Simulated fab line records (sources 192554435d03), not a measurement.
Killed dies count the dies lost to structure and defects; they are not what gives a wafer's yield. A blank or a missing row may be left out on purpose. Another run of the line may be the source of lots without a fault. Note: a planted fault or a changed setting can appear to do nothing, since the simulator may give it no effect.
Matching of chambers + flow n5_finfet + N5_BEOL_M10_STRIP_36 on rie_diel-06: 4 sister chambers
The step strips in N2/H2. 4 wafers are shown with their chamber, then 7 later ones without.

== EACH WAFER AND ITS CHAMBER ==
| wafer  | chamber | showerhead_plenum_p_Torr (Torr) |
|--------|---------|---------------------------------|
| L082.6 | 2       | 2.69                            |
| L083.2 | 0       | 2.70                            |
| L083.5 | 3       | 2.65                            |
| L085.5 | 1       | 2.44                            |

== WAFERS WITHOUT THEIR CHAMBER ==
| wafer  | showerhead_plenum_p_Torr (Torr) |
|--------|---------------------------------|
| L085.6 | 2.70                            |
| L086.1 | 2.68                            |
| L086.3 | 2.65                            |
| L086.4 | 2.69                            |
| L088.3 | 2.44                            |
| L088.5 | 2.64                            |
| L088.6 | 2.69                            |

== THE CHAMBER EACH PASSED THROUGH ==
| wafer  | from the rows above     | in truth |
|--------|-------------------------|----------|
| L085.6 | can't be placed: 0 or 2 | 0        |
| L086.1 | can't be placed: 2 or 0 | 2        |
| L086.3 | 3                       | 3        |
| L086.4 | can't be placed: 2 or 0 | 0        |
| L088.3 | 1                       | 1        |
| L088.5 | 3                       | 3        |
| L088.6 | can't be placed: 2 or 0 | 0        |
Correctly placed: 3 of 7. Unplaceable from these rows: 4, with the true chamber sitting among the candidates in 4. 0 placed wrongly.
How it was worked out, from the rows above alone: a wafer's distance from a chamber is the root of the sum, over the readings, of the square of ((its reading less the chamber's mean) divided by the reading's scatter). The wafer belongs to the nearest chamber; if the next one is less than 2 further off, it can't be placed. A chamber's mean is the mean of its shown wafers. The scatter: with one shown wafer a chamber, the root of the mean of the squares of how far each hidden wafer lies from its nearest shown one.
